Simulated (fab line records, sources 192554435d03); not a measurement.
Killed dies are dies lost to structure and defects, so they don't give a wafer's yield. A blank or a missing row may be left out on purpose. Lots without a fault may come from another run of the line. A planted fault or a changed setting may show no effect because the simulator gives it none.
fab line records | flow n5_finfet
record lots=7 wafers=21
route steps=1938 shown BEOL_M6@1230 BEOL_M7@1293 BEOL_M8@1335
start_h: hours from the record's first day to the start of the lot's first wafer shown | wait_h: hours since the lot's step before | " the same as in the row above | L1.1+2: a row that stands for several wafers | - no value, or no start given | * or withheld: withheld | < > ~ a bound
route shown NAME@n: a module of which the file shows steps, and the number in the route of the first | usual: mean/standard deviation of fault-free wafers | same: alike in all rows | chamber/n: place in a boat | sites: the reading at each site | _std_site: their standard deviation | _edge_site: outer sites' mean less inner sites' | radius_mm: how far each site lies from the wafer's centre | mask NAME#n: copy n | behind: the tool/chamber that last shaped the wafer | hold: why the lot was held/for how many hours/how that ended | device: the transistor (n, p or np) that didn't switch | end of line: the same wafers' tests at the end of the route | a step without rows: its recipe alone | killed: dies lost to structure and defects at the first sort, not the wafer's yield | map: a wafer's dies, x killed, . not, _ none there
set.NAME: the setting as run; set.NAME@STEP: as run at that earlier step | model.NAME: the simulator's own value behind a step, which no gauge read
lots whose settings were changed on purpose; a table a step, a row a wafer
## steps
# step N5_BEOL_M6_DESCUM_33
# recipe chemistry=O2 time_s=7 source_power_w=50 bias_power_w=20 pressure_mtorr=20 rf_frequency_hz=2.712e+07 temp_c=40 resist=CAR-EUV o2_flow_sccm=225
# columns lot.wafer tool chamber start_h wait_h set.time_s model.CAR-EUV_of_BEOL_M6_COAT_22.thk_nm
L077.1+4 rie_diel-05 0,1 207.73 0.0 7 26
L077.2 " 3 " " 7.856 25.6
L078.2+5 rie_diel-06 3,1 208.27 0.0 5.743 26.6
L078.4 " 1 " " 7 26
L080.1 rie_diel-06 3 214.96 0.7 7 25.8
L080.2+5 " 2,3 " " 7 26
L096.3+4 rie_diel-06 1,0 334.15 0.3 8.391 25.4
L096.6 " 3 " " 7 26
L090.2 rie_diel-06 0 344.07 0.0 5.598 26.8
L090.3+5 " 3,2 " " 7 26
L097.1 rie_diel-06 3 350.05 0.0 7 26
L097.2+5 " 1 " " 7 25.8
L092.3 rie_diel-05 0 355.34 0.4 7 26.2
L092.4+6 " 2,1 " " 7 26
# step N5_BEOL_M6_ETCH_72
# recipe chemistry=N2/H2 target=underlayer target_depth_a=65 mask_material=CAR-EUV time_s=5.2 ion_energy_ev=200 pressure_mtorr=30 source_w=840 bias_w=150 n2_flow_sccm=200 h2_flow_sccm=200 ends=cleared
# step N5_BEOL_M6_ETCH_65
# recipe chemistry=CF4 target=SiARC target_depth_a=156 mask_material=CAR-EUV time_s=26 ion_energy_ev=80 pressure_mtorr=40 source_w=545 bias_w=36 Ar_flow_sccm=100 cf4_flow_sccm=100 ends=cleared
# step N5_BEOL_M6_ETCH_66
# recipe chemistry=N2/H2 target=SOC target_depth_a=800 overetch_a=160 mask_material=SiARC temp_c=40 time_s=120 ion_energy_ev=200 pressure_mtorr=30 source_w=840 bias_w=150 n2_flow_sccm=200 h2_flow_sccm=200
# columns lot.wafer tool chamber start_h wait_h set.spin_rpm@BEOL_M6_COAT_63 model.etch.depth_nm
L077.1 rie_diel-05 0 207.80 0.0 1500 59.98
L077.2 " 3 " " 1500 60.11
L077.4 " 1 " " 1659 56.92
L078.2 rie_diel-06 3 208.35 0.0 1500 60.01
L078.4 " 1 " " 1668 56.77
L078.5 " 1 " " 1668 57.04
L080.1 rie_diel-06 3 215.04 0.0 1500 60.13
L080.2 " 2 " " 1389 62.37
L080.5 " 3 " " 1389 62.47
L096.3 rie_diel-06 1 334.23 0.0 1500 59.73
L096.4 " 0 " " 1554 58.65
L096.6 " 3 " " 1500 59.79
L090.2 rie_diel-06 0 344.15 0.0 1623 57.98
L090.3 " 3 " " 1500 60.1
L090.5 " 2 " " 1623 58
L097.1 rie_diel-06 3 350.13 0.0 1500 59.89
L097.2 " 1 " " 1500 59.93
L097.5 " 1 " " 1500 59.91
L092.3 rie_diel-05 0 355.42 0.0 1500 60.34
L092.4 " 2 " " 1500 60.37
L092.6 " 1 " " 1500 60.12
# step N5_BEOL_M6_STRIP_69
# recipe chemistry=N2/H2 temp_c=40 n2_flow_sccm=200 h2_flow_sccm=200 rf_frequency_hz=6e+07
# step N5_BEOL_M6_STRIP_73
# recipe chemistry=N2/H2 temp_c=40 n2_flow_sccm=200 h2_flow_sccm=200 rf_frequency_hz=6e+07
# step N5_BEOL_M6_VIA_ETCH_34
# recipe chemistry=C4F6/O2 target=SiCOH_lowk target_depth_a=1263 mask_material=SOC taper_deg=4 time_s=50.9 ion_energy_ev=250 pressure_mtorr=30 source_w=345 bias_w=185 Ar_flow_sccm=300 C4F6_flow_sccm=10 O2_flow_sccm=10
# columns lot.wafer tool chamber start_h wait_h set.spin_rpm@BEOL_M6_COAT_63 model.SOC_of_BEOL_M6_COAT_63.thk_nm
L077.1+2 rie_diel-05 0,3 207.91 0.0 1500 53.8
L077.4 " 1 " " 1659 50.6
L078.2 rie_diel-06 3 208.45 0.0 1500 54.2
L078.4 " 1 " " 1668 50.8
L078.5 " 1 " " 1668 51
L080.1 rie_diel-06 3 215.14 0.0 1500 54.4
L080.2 " 2 " " 1389 56.2
L080.5 " 3 " " 1389 56.6
L096.3 rie_diel-06 1 334.33 0.0 1500 53.6
L096.4 " 0 " " 1554 52.6
L096.6 " 3 " " 1500 53.8
L090.2 rie_diel-06 0 344.25 0.0 1623 52
L090.3 " 3 " " 1500 54
L090.5 " 2 " " 1623 51.8
L097.1+2+5 rie_diel-06 3,1,1 350.23 0.0 1500 53.8
L092.3 rie_diel-05 0 355.52 0.0 1500 54
L092.4 " 2 " " 1500 54.2
L092.6 " 1 " " 1500 53.8
# step N5_BEOL_M7_EXPOSE_25
# recipe mask_id=V6 na=0.33 source_shape=annular sigma_inner=0.4 sigma_outer=0.8 polarization=unpolarized target_cd_nm=40 dose_mj=42.5
# columns lot.wafer tool chamber start_h wait_h mask set.dose_mj
L077.1+4 euv_scanner-01 0 214.12 - V6#0 39.68
L077.2 " 0 " " V6#0 42.5
L078.2+4 euv_scanner-01 0 214.17 - V6#0 39.36
L078.5 " 0 " " V6#0 42.5
L080.1 euv_scanner-02 0 221.34 - V6#0 42.5
L080.2+5 " 0 " " V6#0 39.62
L096.3+6 euv_scanner-02 0 345.57 - V6#0 42.5
L096.4 " 0 " " V6#0 41.38
L090.2+3+5 euv_scanner-01 0 354.56 - V6#0 42.5
L097.1 euv_scanner-01 0 360.29 - V6#0 42.5
L097.2+5 " 0 " " V6#0 39.54
L092.3+4+6 euv_scanner-01 0 365.44 - V6#0 42.5
# step N5_BEOL_M7_PEB_26
# recipe peb_temp_c=100 peb_time_s=60 resist=CAR-EUV
# step N5_BEOL_M7_DEVELOP_27
# recipe develop_time_s=30 developer=TMAH resist=CAR-EUV rinse_liquid=surfactant_rinse dry=air_spin dev_temp_c=23
# step N5_BEOL_M7_CD_MEAS_28
# recipe target_cd_nm=40 landing_energy_ev=500 detector=se_inlens
# usual cd_nm=39.94/0.23
# columns lot.wafer tool chamber start_h wait_h set.dose_mj@BEOL_M7_EXPOSE_25 cd_nm
L077.1 cd_sem-01 0 214.26 - 39.68 38.70
L077.2 " 0 " " 42.5 39.97
L077.4 " 0 " " 39.68 38.14
L078.2 cd_sem-03 0 214.30 - 39.36 38.48
L078.4 " 0 " " 39.36 38.23
L078.5 " 0 " " 42.5 40.17
L080.1 cd_sem-01 0 221.48 - 42.5 39.83
L080.2 " 0 " " 39.62 38.59
L080.5 " 0 " " 39.62 38.13
L096.3 cd_sem-01 0 345.69 - 42.5 40.07
L096.4 " 0 " " 41.38 39.32
L096.6 " 0 " " 42.5 39.79
L090.2 cd_sem-02 0 354.69 - 42.5 39.53
L090.3 " 0 " " 42.5 40.30
L090.5 " 0 " " 42.5 40.07
L097.1 cd_sem-03 0 360.42 - 42.5 40.14
L097.2 " 0 " " 39.54 38.65
L097.5 " 0 " " 39.54 38.35
L092.3 cd_sem-02 0 365.56 - 42.5 39.58
L092.4 " 0 " " 42.5 39.98
L092.6 " 0 " " 42.5 40.23
# step N5_BEOL_M7_DESCUM_33
# recipe chemistry=O2 time_s=7 source_power_w=50 bias_power_w=20 pressure_mtorr=20 rf_frequency_hz=2.712e+07 temp_c=40 resist=CAR-EUV o2_flow_sccm=225
# columns lot.wafer tool chamber start_h wait_h set.dose_mj@BEOL_M7_EXPOSE_25 model.BEOL_M7.cd_nm
L077.1+4 rie_diel-04 2,1 214.38 0.0 39.68 38.6
L077.2 " 3 " " 42.5 40
L078.2 rie_diel-02 0 214.48 0.1 39.36 38.4
L078.4 " 1 " " 39.36 38.2
L078.5 " 0 " " 42.5 40
L080.1 rie_diel-02 1 221.60 0.0 42.5 40.2
L080.2+5 " 0,3 " " 39.62 38.4
L096.3 rie_diel-02 3 345.81 0.0 42.5 40.2
L096.4 " 1 " " 41.38 39.6
L096.6 " 3 " " 42.5 40
L090.2+3 rie_diel-04 2,3 355.27 0.5 42.5 40
L090.5 " 1 " " 42.5 39.8
L097.1 rie_diel-02 3 360.75 0.2 42.5 40.2
L097.2+5 " 0 " " 39.54 38.4
L092.3+4+6 rie_diel-02 0,1,2 365.90 0.2 42.5 40
# step N5_BEOL_M7_ETCH_72
# recipe chemistry=N2/H2 target=underlayer target_depth_a=65 mask_material=CAR-EUV time_s=5.2 ion_energy_ev=200 pressure_mtorr=30 source_w=840 bias_w=150 n2_flow_sccm=200 h2_flow_sccm=200 ends=cleared
# step N5_BEOL_M7_ETCH_65
# recipe chemistry=CF4 target=SiARC target_depth_a=156 mask_material=CAR-EUV time_s=26 ion_energy_ev=80 pressure_mtorr=40 source_w=545 bias_w=36 Ar_flow_sccm=100 cf4_flow_sccm=100 ends=cleared
# columns lot.wafer tool chamber start_h wait_h set.dose_mj@BEOL_M7_EXPOSE_25 model.BEOL_M7.cd_nm
L077.1 rie_diel-04 2 214.43 0.0 39.68 38.6
L077.2 " 3 " " 42.5 40
L077.4 " 1 " " 39.68 38.4
L078.2 rie_diel-02 0 214.53 0.0 39.36 38.4
L078.4 " 1 " " 39.36 38.2
L078.5 " 0 " " 42.5 40.2
L080.1 rie_diel-02 1 221.65 0.0 42.5 40.4
L080.2 " 0 " " 39.62 38.6
L080.5 " 3 " " 39.62 38.4
L096.3 rie_diel-02 3 345.86 0.0 42.5 40.2
L096.4 " 1 " " 41.38 39.6
L096.6 " 3 " " 42.5 40
L090.2+3 rie_diel-04 2,3 355.32 0.0 42.5 40
L090.5 " 1 " " 42.5 39.8
L097.1 rie_diel-02 3 360.80 0.0 42.5 40.2
L097.2+5 " 0 " " 39.54 38.4
L092.3+4+6 rie_diel-02 0,1,2 365.95 0.0 42.5 40
# step N5_BEOL_M7_ETCH_66
# recipe chemistry=N2/H2 target=SOC target_depth_a=800 overetch_a=160 mask_material=SiARC temp_c=40 time_s=120 ion_energy_ev=200 pressure_mtorr=30 source_w=840 bias_w=150 n2_flow_sccm=200 h2_flow_sccm=200
# step N5_BEOL_M7_STRIP_69
# recipe chemistry=N2/H2 temp_c=40 n2_flow_sccm=200 h2_flow_sccm=200 rf_frequency_hz=6e+07
# step N5_BEOL_M7_STRIP_73
# recipe chemistry=N2/H2 temp_c=40 n2_flow_sccm=200 h2_flow_sccm=200 rf_frequency_hz=6e+07
# step N5_BEOL_M7_VIA_ETCH_34
# recipe chemistry=C4F6/O2 target=SiCOH_lowk target_depth_a=1255 mask_material=SOC taper_deg=4 time_s=50.5 ion_energy_ev=250 pressure_mtorr=30 source_w=345 bias_w=185 Ar_flow_sccm=300 C4F6_flow_sccm=10 O2_flow_sccm=10
# columns lot.wafer tool chamber start_h wait_h set.dose_mj@BEOL_M7_EXPOSE_25 model.BEOL_M7.cd_nm
L077.1 rie_diel-04 2 214.56 0.0 39.68 38.8
L077.2 " 3 " " 42.5 40
L077.4 " 1 " " 39.68 38.4
L078.2+4 rie_diel-02 0,1 214.66 0.0 39.36 38.2
L078.5 " 0 " " 42.5 40
L080.1 rie_diel-02 1 221.78 0.0 42.5 40.8
L080.2 " 0 " " 39.62 38.4
L080.5 " 3 " " 39.62 38.6
L096.3 rie_diel-02 3 345.99 0.0 42.5 40.4
L096.4 " 1 " " 41.38 39.8
L096.6 " 3 " " 42.5 40.2
L090.2+3+5 rie_diel-04 2,3,1 355.45 0.0 42.5 39.8
L097.1 rie_diel-02 3 360.93 0.0 42.5 40
L097.2 " 0 " " 39.54 38.2
L097.5 " 0 " " 39.54 38.4
L092.3+6 rie_diel-02 0,2 366.08 0.0 42.5 40
L092.4 " 1 " " 42.5 40.2
# step N5_BEOL_M8_PECVD_70
# recipe material=SiO2 target_thk_a=200 temp_c=400 precursor=TEOS/O2 pressure_torr=5.5 rf_w=450 teos_flow_sccm=53.8 gas=O2 flow_sccm=3000 time_s=22.7
# columns lot.wafer tool chamber start_h wait_h set.temp_c model.SiO2_of_BEOL_M8_PECVD_70.thk_nm
L078.2+4 pecvd-01 0,1 219.10 0.0 400 20.4
L078.5 " 0 " " 383.1 23
L077.1 pecvd-04 2 219.43 0.0 400 20
L077.2 " 1 " " 400 20.2
L077.4 " 0 " " 400 20.4
L080.1+2 pecvd-03 1,2 225.41 0.0 400 19.8
L080.5 " 2 " " 400 20
L096.3+4 pecvd-01 1,2 349.43 0.0 400 20
L096.6 " 0 " " 400 20.4
L090.2+3 pecvd-01 0,1 359.35 0.0 400 20
L090.5 " 0 " " 400 20.8
L097.1 pecvd-04 1 366.38 0.0 409.6 18.2
L097.2 " 0 " " 409.6 18.6
L097.5 " 1 " " 400 20
L092.3+6 pecvd-01 1,0 371.50 0.0 400 20
L092.4 " 1 " " 400 20.4
# step N5_BEOL_M8_EXPOSE_08
# recipe mask_id=M8 na=1.35 source_shape=dipole sigma_inner=0.817 sigma_outer=0.97 polarization=te dose_mj=68.25
# columns lot.wafer tool chamber start_h wait_h mask set.dose_mj
L078.2+4+5 arfi_scanner-03 0 219.45 - M8#0 68.25
L077.1 arfi_scanner-01 0 219.86 - M8#0 72.65
L077.2+4 " 0 " " M8#0 68.25
L080.1+2+5 arfi_scanner-03 0 226.33 - M8#0 63.26
L096.3+4 arfi_scanner-02 0 351.78 - M8#0 68.25
L096.6 " 0 " " M8#0 72.06
L090.2 arfi_scanner-02 0 361.25 - M8#0 71.77
L090.3+5 " 0 " " M8#0 68.25
L097.1+2+5 arfi_scanner-01 0 367.22 - M8#0 68.25
L092.3+4+6 arfi_scanner-02 0 371.94 - M8#0 68.25
# step N5_BEOL_M8_PEB_09
# recipe peb_temp_c=withheld peb_time_s=60 resist=CAR-ArF
# step N5_BEOL_M8_DEVELOP_10
# recipe develop_time_s=30 developer=TMAH resist=CAR-ArF rinse_liquid=diw dry=air_spin dev_temp_c=23
# step N5_BEOL_M8_CD_MEAS_11
# recipe target_cd_nm=38.5 landing_energy_ev=500 detector=se_inlens polarity=opening
# usual cd_nm=38.5/0.4
# columns lot.wafer tool chamber start_h wait_h set.dose_mj@BEOL_M8_EXPOSE_08 cd_nm
L078.2 cd_sem-02 0 219.57 - 68.25 38.3
L078.4 " 0 " " 68.25 38.4
L078.5 " 0 " " 68.25 38.2
L077.1 cd_sem-02 0 219.99 - 72.65 41.1
L077.2 " 0 " " 68.25 38.9
L077.4 " 0 " " 68.25 38.9
L080.1 cd_sem-03 0 226.46 - 63.26 35.3
L080.2 " 0 " " 63.26 34.8
L080.5 " 0 " " 63.26 35.3
L096.3 cd_sem-03 0 351.90 - 68.25 38.3
L096.4 " 0 " " 68.25 39.2
L096.6 " 0 " " 72.06 40.9
L090.2 cd_sem-03 0 361.37 - 71.77 40.4
L090.3 " 0 " " 68.25 39.1
L090.5 " 0 " " 68.25 38.2
L097.1 cd_sem-02 0 367.34 - 68.25 38.3
L097.2 " 0 " " 68.25 38.4
L097.5 " 0 " " 68.25 38.4
L092.3 cd_sem-02 0 372.06 - 68.25 39.0
L092.4 " 0 " " 68.25 38.3
L092.6 " 0 " " 68.25 38.8
# step N5_BEOL_M8_DESCUM_16
# recipe chemistry=O2 time_s=7.9 source_power_w=50 bias_power_w=20 pressure_mtorr=20 rf_frequency_hz=2.712e+07 temp_c=40 resist=CAR-ArF o2_flow_sccm=225
# step N5_BEOL_M8_ETCH_61
# recipe chemistry=CF4 target=SiARC target_depth_a=455 mask_material=CAR-ArF time_s=75.8 ion_energy_ev=80 pressure_mtorr=40 source_w=545 bias_w=36 Ar_flow_sccm=100 cf4_flow_sccm=100 ends=cleared
# columns lot.wafer tool chamber start_h wait_h set.dose_mj@BEOL_M8_EXPOSE_08 model.BEOL_M8.cd_offset_nm
L078.2+5 rie_diel-01 1,3 220.11 0.0 68.25 0
L078.4 " 3 " " 68.25 0.2
L077.1 rie_diel-05 3 220.12 0.0 72.65 3
L077.2 " 2 " " 68.25 0.4
L077.4 " 0 " " 68.25 0.8
L080.1 rie_diel-05 1 226.59 0.0 63.26 -3.4
L080.2+5 " 3,0 " " 63.26 -3.6
L096.3 rie_diel-05 1 352.11 0.0 68.25 0
L096.4 " 3 " " 68.25 0.4
L096.6 " 0 " " 72.06 2.4
L090.2 rie_diel-06 2 361.67 0.0 71.77 2.4
L090.3 " 0 " " 68.25 0.8
L090.5 " 3 " " 68.25 -0.4
L097.1+2 rie_diel-06 1,3 367.47 0.0 68.25 0
L097.5 " 1 " " 68.25 -0.2
L092.3 rie_diel-06 2 372.45 0.0 68.25 0.4
L092.4 " 0 " " 68.25 0.2
L092.6 " 2 " " 68.25 0.6
# step N5_BEOL_M8_ETCH_62
# recipe chemistry=N2/H2 target=SOC target_depth_a=1100 overetch_a=220 mask_material=SiARC temp_c=40 time_s=165 ion_energy_ev=200 pressure_mtorr=30 source_w=840 bias_w=150 n2_flow_sccm=200 h2_flow_sccm=200
# columns lot.wafer tool chamber start_h wait_h set.dose_mj@BEOL_M8_EXPOSE_08 model.BEOL_M8.cd_offset_nm
L078.2+4+5 rie_diel-01 1,3,3 220.16 0.0 68.25 -0.2
L077.1 rie_diel-05 3 220.18 0.0 72.65 2.4
L077.2 " 2 " " 68.25 0.2
L077.4 " 0 " " 68.25 0.6
L080.1+5 rie_diel-05 1,0 226.64 0.0 63.26 -3.6
L080.2 " 3 " " 63.26 -4.2
L096.3+4 rie_diel-05 1,3 352.17 0.0 68.25 0
L096.6 " 0 " " 72.06 2.8
L090.2 rie_diel-06 2 361.73 0.0 71.77 2.6
L090.3 " 0 " " 68.25 0.6
L090.5 " 3 " " 68.25 -0.2
L097.1+5 rie_diel-06 1 367.52 0.0 68.25 0.4
L097.2 " 3 " " 68.25 0.2
L092.3 rie_diel-06 2 372.50 0.0 68.25 0.8
L092.4 " 0 " " 68.25 0
L092.6 " 2 " " 68.25 0.6
# step N5_BEOL_M8_STRIP_68
# recipe chemistry=N2/H2 temp_c=40 n2_flow_sccm=200 h2_flow_sccm=200 rf_frequency_hz=6e+07
# step N5_BEOL_M8_STRIP_67
# recipe chemistry=CF4 resist=SiARC power_w=300 bias_power_w=75 pressure_mtorr=50 cf4_flow_sccm=150 rf_frequency_hz=6e+07
# step N5_BEOL_M8_HM_OPEN_17
# recipe chemistry=Cl2/BCl3 target_depth_a=200 overetch_a=60 target=TiN mask_material=SOC ion_energy_ev=150 pressure_mtorr=10 icp_w=1000 bias_w=126 Cl2_flow_sccm=53.25 bcl3_flow_sccm=21.75 Ar_flow_sccm=25
# step N5_BEOL_M8_STRIP_19
# recipe chemistry=O2 power_w=400 temp_c=40 pressure_mtorr=30 rf_frequency_hz=6e+07 bias_power_w=0 overash_fraction=0.2 o2_flow_sccm=225
# step N5_BEOL_M8_CD_MEAS_18
# recipe pitch_nm=80 target_cd_nm=40
# usual cd_nm=40.0/0.47
# columns lot.wafer tool chamber start_h wait_h set.dose_mj@BEOL_M8_EXPOSE_08 cd_nm
L078.2 cd_sem-02 - 220.53 0.1 68.25 39.6
L078.4 " - " " 68.25 39.6
L078.5 " - " " 68.25 39.8
L077.1 cd_sem-01 - 220.58 0.1 72.65 42.3
L077.2 " - " " 68.25 40.5
L077.4 " - " " 68.25 40.5
L080.1 cd_sem-01 - 227.03 0.0 63.26 36.3
L080.2 " - " " 63.26 35.8
L080.5 " - " " 63.26 36.6
L096.3 cd_sem-02 - 352.54 0.1 68.25 40.1
L096.4 " - " " 68.25 40.0
L096.6 " - " " 72.06 43.4
L090.2 cd_sem-03 - 362.16 0.1 71.77 42.4
L090.3 " - " " 68.25 40.4
L090.5 " - " " 68.25 39.8
L097.1 cd_sem-03 - 367.89 0.0 68.25 40.2
L097.2 " - " " 68.25 40.2
L097.5 " - " " 68.25 40.7
L092.3 cd_sem-03 - 372.92 0.1 68.25 40.5
L092.4 " - " " 68.25 40.3
L092.6 " - " " 68.25 40.5
# step N5_BEOL_M8_COAT_63
# recipe resist=SOC temp_c=250 time_s=60 spin_rpm=1500 resist_thk_nm=60
# step N5_BEOL_M8_COAT_64
# recipe resist=SiARC temp_c=220 time_s=60 spin_rpm=1500 resist_thk_nm=12
# step N5_BEOL_M8_PRECLEAN_42
# recipe chemistry=residue_remover time_s=60 temp_c=40
# step N5_BEOL_M8_SRD_43
# recipe time_s=30 temp_c=23 rinse_liquid=diw dry=ipa_marangoni
# step N5_BEOL_M8_CD_MEAS_35
# recipe target_cd_nm=40 polarity=opening
# usual cd_nm=40.0/0.56
# columns lot.wafer tool chamber start_h wait_h set.dose_mj@BEOL_M8_EXPOSE_08 cd_nm
L078.2 cd_sem-03 - 221.67 0.0 68.25 39.6
L078.4 " - " " 68.25 39.7
L078.5 " - " " 68.25 39.9
L077.1 cd_sem-02 - 221.82 0.0 72.65 42.3
L077.2 " - " " 68.25 40.1
L077.4 " - " " 68.25 40.9
L080.1 cd_sem-01 - 228.27 0.0 63.26 36.0
L080.2 " - " " 63.26 35.8
L080.5 " - " " 63.26 36.1
L096.3 cd_sem-02 - 356.38 0.0 68.25 40.4
L096.4 " - " " 68.25 40.1
L096.6 " - " " 72.06 43.3
L090.2 cd_sem-02 - 364.73 0.0 71.77 43.1
L090.3 " - " " 68.25 40.6
L090.5 " - " " 68.25 40.1
L097.1 cd_sem-02 - 369.32 0.0 68.25 40.5
L097.2 " - " " 68.25 40.6
L097.5 " - " " 68.25 40.8
L092.3 cd_sem-02 - 375.10 0.0 68.25 40.8
L092.4 " - " " 68.25 40.1
L092.6 " - " " 68.25 40.9
## key
split step=N5_BEOL_M6_DESCUM_33 setting=time_s stated=7 by=wafer
response step=N5_BEOL_M6_DESCUM_33 reading=model.CAR-EUV_of_BEOL_M6_COAT_22.thk_nm change=-0.0344 per=1% r=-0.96
split step=N5_BEOL_M7_EXPOSE_25 setting=dose_mj stated=42.5 by=wafer
response step=N5_BEOL_M7_CD_MEAS_28 reading=cd_nm change=+0.234 per=1% r=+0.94
response step=N5_BEOL_M7_DESCUM_33 reading=model.BEOL_M7.cd_nm change=+0.24 per=1% r=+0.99
response step=N5_BEOL_M7_ETCH_65 reading=model.BEOL_M7.cd_nm change=+0.254 per=1% r=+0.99
response step=N5_BEOL_M7_VIA_ETCH_34 reading=model.BEOL_M7.cd_nm change=+0.257 per=1% r=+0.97
split step=N5_BEOL_M8_PECVD_70 setting=temp_c stated=400 by=wafer
response step=N5_BEOL_M8_PECVD_70 reading=model.SiO2_of_BEOL_M8_PECVD_70.thk_nm change=-0.628 per=1% r=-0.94
split step=N5_BEOL_M8_EXPOSE_08 setting=dose_mj stated=68.25 by=wafer
response step=N5_BEOL_M8_CD_MEAS_11 reading=cd_nm change=+0.355 per=1% r=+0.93
response step=N5_BEOL_M8_ETCH_61 reading=model.BEOL_M8.cd_offset_nm change=+0.394 per=1% r=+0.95
response step=N5_BEOL_M8_ETCH_62 reading=model.BEOL_M8.cd_offset_nm change=+0.412 per=1% r=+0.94
response step=N5_BEOL_M8_CD_MEAS_18 reading=cd_nm change=+0.427 per=1% r=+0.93
response step=N5_BEOL_M8_CD_MEAS_35 reading=cd_nm change=+0.43 per=1% r=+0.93
split outside_this_file step=N5_BEOL_M6_COAT_63 setting=spin_rpm
# split outside_this_file: this setting was split too, and the file shows its column; the key of that split is in another file
